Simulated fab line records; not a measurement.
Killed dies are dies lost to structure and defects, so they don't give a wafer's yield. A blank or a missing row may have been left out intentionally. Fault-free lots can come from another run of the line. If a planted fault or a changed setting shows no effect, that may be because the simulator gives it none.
Chamber matching + flow nand-harc + pecvd-01 running NHARC_P_M0_DEP_32: 3 sister chambers
The step deposits SiCN, target thk 30 nm. 3 wafers are shown with their chamber, then 7 later ones without.

WAFERS WITH THEIR CHAMBER
| wafer  | chamber | heater-power-w (W) |
|--------|---------|--------------------|
| L091.2 | 0       | 580                |
| L095.1 | 2       | 536                |
| L095.3 | 1       | 543                |

WAFERS WITHOUT THEIR CHAMBER
| wafer  | heater-power-w (W) |
|--------|--------------------|
| L095.5 | 553                |
| L095.2 | 493                |
| L095.4 | 539                |
| L095.6 | 512                |
| L097.4 | 585                |
| L097.5 | 480                |
| L097.6 | 582                |

WHICH CHAMBER EACH WENT THROUGH
| wafer  | from the rows above          | in truth |
|--------|------------------------------|----------|
| L095.5 | can't be placed: 1 or 2 or 0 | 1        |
| L095.2 | can't be placed: 2 or 1 or 0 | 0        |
| L095.4 | can't be placed: 2 or 1 or 0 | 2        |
| L095.6 | can't be placed: 2 or 1 or 0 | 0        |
| L097.4 | can't be placed: 0 or 1 or 2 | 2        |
| L097.5 | can't be placed: 2 or 1 or 0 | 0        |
| L097.6 | can't be placed: 0 or 1 or 2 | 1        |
Correct placement for 0 of the 7. Cannot be placed on the basis of these rows: 7; the candidates contain the true chamber in 7. 0 placed wrongly.
How it was worked out, from the rows above alone: a wafer's distance from a chamber is the root of the sum, over the readings, of the square of ((its reading less the chamber's mean) divided by the reading's scatter). The wafer belongs to the nearest chamber; if the next one is less than 2 further off, it can't be placed. For every chamber, the mean is computed from those of its wafers that are shown. The scatter (one wafer shown for each chamber): square how far every hidden wafer sits from the nearest shown wafer, average those squares and take the square root.
